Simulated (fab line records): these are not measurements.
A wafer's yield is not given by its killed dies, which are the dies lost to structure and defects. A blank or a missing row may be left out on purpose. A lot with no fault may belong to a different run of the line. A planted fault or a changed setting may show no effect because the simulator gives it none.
Matching of chambers | flow n5-finfet | N5_BEOL_M5_CO_CAP_78 on cvd-co-01 has 3 sister chambers
The step material Co, precursor CCTBA/H2, target thk 2 nm, time 102.1 s. 3 wafers are shown with their chamber, then 7 later ones without.

WAFERS, EACH WITH ITS CHAMBER
wafer  | chamber | heater-power-w (W)
L084.5 | 0       | 233
L087.2 | 2       | 189
L087.5 | 1       | 228

WAFERS WITH NO CHAMBER GIVEN
wafer  | heater-power-w (W)
L087.6 | 229
L088.1 | 224
L088.2 | 191
L088.6 | 229
L086.1 | 232
L086.3 | 192
L086.4 | 187

THE CHAMBER EACH PASSED THROUGH
wafer  | from the rows above     | in truth
L087.6 | can't be placed: 1 or 0 | 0
L088.1 | 1                       | 1
L088.2 | 2                       | 2
L088.6 | can't be placed: 1 or 0 | 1
L086.1 | can't be placed: 0 or 1 | 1
L086.3 | 2                       | 2
L086.4 | 2                       | 2
Placed correctly: 4 of 7. From these rows, 3 cannot be placed; in 3 the true chamber is one of the candidates. 0 placed wrongly.
How it was worked out, from the rows above alone: a wafer's distance from a chamber is the root of the sum, over the readings, of the square of ((its reading less the chamber's mean) divided by the reading's scatter). If the next closest chamber is less than 2 further off than the closest, the wafer can't be placed; otherwise it belongs to the closest. For every chamber, the mean is computed from those of its wafers that are shown. The scatter: root of mean squared gap, hidden wafer to nearest shown wafer, with one shown wafer a chamber.
